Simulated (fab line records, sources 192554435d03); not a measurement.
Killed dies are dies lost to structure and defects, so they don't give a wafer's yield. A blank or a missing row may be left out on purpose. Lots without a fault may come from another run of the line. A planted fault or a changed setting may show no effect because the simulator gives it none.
Which tool did it? | flow n5_finfet | 11 lots, 33 wafers sampled, at 2 steps of a route of 1938

WHAT THE GAUGES READ, wafer by wafer
N5_PASSIVATION_OVL_MEAS_60.
lot  | measured     | on         | TV_OVL (nm)
L874 | day 12 09:27 | overlay-01 | -2 -2 5
L875 | day 12 09:37 | overlay-02 | 0 -3 -4
L876 | day 12 20:01 | overlay-01 | 4 -6 4
L877 | day 13 02:44 | overlay-01 | 0 -4 -5
L884 | day 15 22:38 | overlay-02 | 1 5 6
L889 | day 16 13:18 | overlay-02 | -6 -5 -6
L891 | day 16 13:00 | overlay-02 | 13 1 -4
L894 | day 17 20:23 | overlay-01 | 4 8 -2
L895 | day 17 23:44 | overlay-01 | -2 4 3
L896 | day 19 03:33 | overlay-02 | -1 5 2
L897 | day 18 19:52 | overlay-02 | 3 13 11

WHICH TOOL RAN EACH LOT (tool, then ch and the chambers of the sampled wafers, then the start)
lot  | N5_HKMG_FIN_WET_ETCH_73
L874 | wet_bench-01 ch 1,2,3, day 4 10:47
L875 | wet_bench-03 ch 1,5,7, day 4 16:34
L876 | wet_bench-01 ch 4,5,6, day 4 17:07
L877 | wet_bench-03 ch 0,3,7, day 5 00:28
L884 | wet_bench-03 ch 0,3,4, day 7 01:37
L889 | wet_bench-04 ch 2,5,6, day 8 02:01
L891 | wet_bench-01 ch 3,6,7, day 8 14:14
L894 | wet_bench-03 ch 1,5,7, day 9 13:47
L895 | wet_bench-03 ch 2,6,7, day 9 17:02
L896 | wet_bench-04 ch 0,1,3, day 9 19:09
L897 | wet_bench-01 ch 1,3,5, day 10 02:09
- N5_HKMG_FIN_WET_ETCH_73: etches the open film in SC1, time 42.3 s, target depth 1.3 nm, rinse time 30 s.

THE ANSWER, worked out from the rows above alone
Rule: what is usual is taken from the lots themselves. Put in order of their means at a reading, lots are off if they are a third of the lots or fewer, leave a main group of 4 or more, and stand apart from it by a gap of 3 or more times the standard deviation of the main group's means; of several such gaps the widest counts. A main group whose means are all the same, to the digits that the tables above print for the reading, isn't used. A lot without any number at a reading at which 4 lots or more have one is off too. The other lots that the step has rows for count as sound.
No lot is off at any reading shown: from this, nothing can be told.

WHAT THE SIMULATOR HAD PUT IN
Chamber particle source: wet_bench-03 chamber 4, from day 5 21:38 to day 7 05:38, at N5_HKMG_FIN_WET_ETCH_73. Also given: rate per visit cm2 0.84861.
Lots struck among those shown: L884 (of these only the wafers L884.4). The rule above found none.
